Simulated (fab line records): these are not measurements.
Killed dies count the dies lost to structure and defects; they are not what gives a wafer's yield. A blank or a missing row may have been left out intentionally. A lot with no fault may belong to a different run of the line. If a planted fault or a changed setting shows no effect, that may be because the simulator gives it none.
A struck lot beside a sound one -- flow n5Finfet -- 41 out of 1938 route steps
Sound: the wafers L886.1, L886.5, L886.6. Struck: wafer L895.6. (L895.5 of the same lot was not struck and is left out.) The cause comes at the end.
Order at every step that has rows: each side's tool, ch and its chambers, its first start. Under that, the readings that differ: sound wafers -- struck wafers -- difference of the means -- sigmas: that difference in standard deviations of wafers without a fault.
alike: a reading whose means differ by less than 2 such deviations, as well as words and numbers matching on both sides. not compared: withheld readings; readings where some wafer has no value; bounds like >300 that might hide an equal value; numbers whose values overlap and for which the record gives no deviation.
Wherever a step has rows on one side only, a row that says differs or no value, or a row with sigmas, the two part there. Non-overlapping numbers with no deviation appear without sigmas and do not part them. Lack of a reading on every wafer of one side parts them only where that side has two or more wafers.

first, 9 steps without rows for these wafers: N5_BEOL_M4_ANNEAL_95 (time 240 s); N5_BEOL_M4_SPUTTER_96 (material Cu, target thk 4.5 nm, time 8.29 s); N5_BEOL_M4_ECD_50 (material Cu, target thk 300 nm); N5_BEOL_M4_ANNEAL_51 (time 90 s); N5_BEOL_M4_CMP_52 (polishes, stops on SiOC, t overpolish 6.8 s, target thk 40 nm); N5_BEOL_M4_PRE_CLEAN_60 (time 15 s); N5_BEOL_M4_CO_CAP_55 (material Co, precursor CCTBA/H2, target thk 2 nm, time 102.1 s); N5_BEOL_M4_PRE_CLEAN_56 (time 15 s); N5_BEOL_M4_DEP_57 (deposits SiCN from 3MS/NH3, target thk 8 nm, time 14 s).
N5_BEOL_M4_RC_MEAS_101:
  sound on prober-01 ch 0, day 8 06:11; struck on prober-01 ch 0, day 10 05:52
  alike: DIBL_N, DIBL_P, IOFF_N, IOFF_P, ION_N, ION_P, SS_N, SS_P, VT_N, VT_P
then, 24 steps without rows for these wafers: N5_BEOL_M5_ILD_DEP_00 (deposits SiCOH lowk from DEMS/porogen, target thk 140.64 nm, time 25.9 s); N5_BEOL_M5_CURE_79 (cures SiCOH lowk, time 240 s); N5_BEOL_M5_PECVD_70 (deposits SiO2 from TEOS/O2, target thk 16 nm, time 18 s); N5_BEOL_M5_HM_DEP_02 (deposits TiN, target thk 20 nm); N5_BEOL_M5_COAT_59 (time 60 s, resist thk 60 nm); N5_BEOL_M5_COAT_60 (time 60 s, resist thk 12 nm); N5_BEOL_M5_COAT_71 (time 60 s, resist thk 5 nm); N5_BEOL_M5_COAT_05 (resist thk 30 nm); N5_BEOL_M5_EBR_07; N5_BEOL_M5_SOFTBAKE_06 (time 60 s); N5_BEOL_M5_EXPOSE_08 (exposes mask M5, target cd 28 nm); N5_BEOL_M5_PEB_09 (peb time 60 s); N5_BEOL_M5_DEVELOP_10 (develop time 30 s); N5_BEOL_M5_DESCUM_16 (chemistry O2, time 7 s); N5_BEOL_M5_ETCH_72 (etches underlayer in N2/H2, target depth 6.5 nm, time 5.2 s); N5_BEOL_M5_ETCH_61 (etches SiARC in CF4, target depth 15.6 nm, time 26 s); N5_BEOL_M5_ETCH_62 (etches SOC in N2/H2, target depth 75 nm, overetch 15 nm, time 112.5 s); N5_BEOL_M5_STRIP_63 (strips in N2/H2); N5_BEOL_M5_STRIP_73 (strips in N2/H2); N5_BEOL_M5_STRIP_64 (strips in CF4); N5_BEOL_M5_HM_OPEN_17 (chemistry Cl2/BCl3, target TiN, target depth 20 nm, overetch 6 nm); N5_BEOL_M5_STRIP_19 (strips in O2); N5_BEOL_M5_COAT_65 (time 60 s, resist thk 60 nm); N5_BEOL_M5_COAT_66 (time 60 s, resist thk 12 nm).
-- here the record skips 2 days between the struck wafers' starts before and after, leaving off in module BEOL_M5 and picking up in module BEOL_M10 (first step shown: number 1512 of the route) --
N5_BEOL_M10_TRENCH_ETCH_37: etches SiCOH lowk in C4F6/O2, target depth 148.83 nm, time 48 s.
  sound on rieDiel-06 ch 0,1, day 10 05:23; struck on rieDiel-06 ch 2, day 12 08:31
reading,sound,struck,difference,sigmas
oesProductAu (a.u.),0.78 0.78 0.87,0.69,-0.12,-2
model.BEOL_M10.featureDepthNm (nm),147.2 146.4 149.6,105.4,-42.3,
model.etch.depthNm (nm),147.1 146.4 149.5,105.4,-42.3,
model.TiN_of_BEOL_M10_HM_DEP_02.thkNm (nm),16.4 16 15.8,17,+1,
  alike: drypumpMotorCurrentA, rfVppV, showerheadPlenumPTorr, throttleValvePct
  not compared: rfHoursCounterH
N5_BEOL_M10_OCD_MEAS_38:
  sound on ocd-02, day 10 05:34; struck on ocd-02, day 12 08:41
reading,sound,struck,difference,sigmas
trenchDepthNm (nm),148.0 146.7 149.8,105.4,-42.8,-24
N5_BEOL_M10_CMP_52: polishes, stops on SiCOH lowk, t overpolish 7 s, target thk 140 nm.
  sound on cmp-01 ch 2,3, day 10 07:49; struck on cmp-02 ch 3, day 12 10:35
reading,sound,struck,difference,sigmas
model.Cu_of_BEOL_M10_ECD_50.thkNm (nm),136.8 136.4 137.6,96.4,-40.5,
  alike: motorCurrentA, platenRpm
  not compared: padLifeWafers
N5_BEOL_M10_THK_MEAS_53: measures by xrf.
  sound on filmMetro-01, day 10 08:04; struck on filmMetro-02, day 12 10:44
reading,sound,struck,difference,sigmas
M10_THK (nm),133.1 132.7 134.6,92.7,-40.8,-19
N5_BEOL_M10_RS_MEAS_57: measurement is done with a four-point probe.
  sound on filmMetro-01, day 10 08:13; struck on filmMetro-02, day 12 10:54
reading,sound,struck,difference,sigmas
M10_RS (ohm/sq),0.1549 0.1552 0.1534,0.2287,+0.0742,+29
N5_BEOL_M15_RC_MEAS_101:
  sound on prober-02 ch 0, day 11 16:10; struck on prober-01 ch 0, day 14 00:38
reading,sound,struck,difference,sigmas
COMB_M11 (S/m),1.15e-11 1.16e-11 1.97e-11,2.12e-11,+6.93e-12,+2
COMB_M5_max_site (S/m),4e-11 3.4e-11 6.4e-11,9e-11,+4e-11,+4
COMB_M8 (S/m),2.4e-11 2.7e-11 2.5e-11,4.5e-11,+2.0e-11,+4
SERP_M10 (ohm/um),3.09 3.19 3.11,4.62,+1.49,+20
SERP_M10_max_site (ohm/um),3.18 3.34 3.24,4.69,+1.44,+18
SERP_M13 (ohm/um),0.311 0.309 0.313,0.294,-0.017,-3
SERP_M13_max_site (ohm/um),0.315 0.314 0.316,0.297,-0.018,-3
  alike: COMB_M12, COMB_M13, COMB_M14, COMB_M15, COMB_M5, COMB_M6, COMB_M7, COMB_M9, SERP_M11, SERP_M12, SERP_M14, SERP_M5, SERP_M6, SERP_M7, SERP_M8, SERP_M9, SERP_M9_max_site
N5_PASSIVATION_PROBE_49:
  sound on prober-01, day 12 09:41; struck on prober-01, day 14 15:26
reading,sound,struck,difference,sigmas
sort_bin_8_speed (%),0 0 0,0.42,+0.42,
  alike: defectLimitedYield, killed_at_M0_to_M3, killed_at_M4_up, killedAtContacts, killedAtFrontEnd, killedAtOther, killedDies, killedOpen, killedShort, sort_bin_5_function, sort_bin_6_memory, sortNPass

## WHERE THEY PART
First at N5_BEOL_M10_TRENCH_ETCH_37; last, within this record, at N5_BEOL_M15_RC_MEAS_101. Later steps at which nothing parts them and some readings are alike: N5_PASSIVATION_PROBE_49.

WHY: whatever the simulator had introduced
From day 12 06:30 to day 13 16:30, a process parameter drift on rieDiel-06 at N5_BEOL_M10_TRENCH_ETCH_37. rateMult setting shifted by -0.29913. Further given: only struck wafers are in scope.
